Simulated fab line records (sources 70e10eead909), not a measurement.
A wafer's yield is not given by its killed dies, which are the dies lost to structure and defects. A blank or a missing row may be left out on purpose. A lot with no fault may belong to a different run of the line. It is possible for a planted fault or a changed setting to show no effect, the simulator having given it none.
Matching of chambers -- flow nand-harc -- 4 sister chambers for NHARC_A_STAIRCASE_ETCH_225 on rie-diel-04
The step etches the open film in C4F8/O2, target depth 100 nm, time 40.5 s. 4 wafers are shown with their chamber, then 8 later ones without.

== WAFERS, EACH WITH ITS CHAMBER ==
wafer,chamber,rf-vpp-V (V)
L698.3,1,892
L704.2,2,894
L704.4,0,889
L710.3,3,900

== WAFERS WHOSE CHAMBER IS MISSING ==
wafer,rf-vpp-V (V)
L710.4,892
L710.5,888
L705.2,888
L705.3,891
L705.4,894
L709.1,893
L709.3,888
L709.6,891

== THE CHAMBER EACH PASSED THROUGH ==
wafer,from the rows above,in truth
L710.4,1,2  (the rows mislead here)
L710.5,0,0
L705.2,0,0
L705.3,can't be placed: 1 or 0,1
L705.4,2,2
L709.1,can't be placed: 1 or 2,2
L709.3,0,0
L709.6,can't be placed: 1 or 0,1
Placed correctly: 4 of 8. Cannot be placed on the basis of these rows: 3; the candidates contain the true chamber in 3. Wrongly placed: 1.
How it was worked out, from the rows above alone: a wafer's distance from a chamber is the root of the sum, over the readings, of the square of ((its reading less the chamber's mean) divided by the reading's scatter). If the next closest chamber is less than 2 further off than the closest, the wafer can't be placed; otherwise it belongs to the closest. Each chamber's mean is taken over the wafers shown for it. The scatter: root of mean squared gap, hidden wafer to nearest shown wafer, with one shown wafer a chamber.
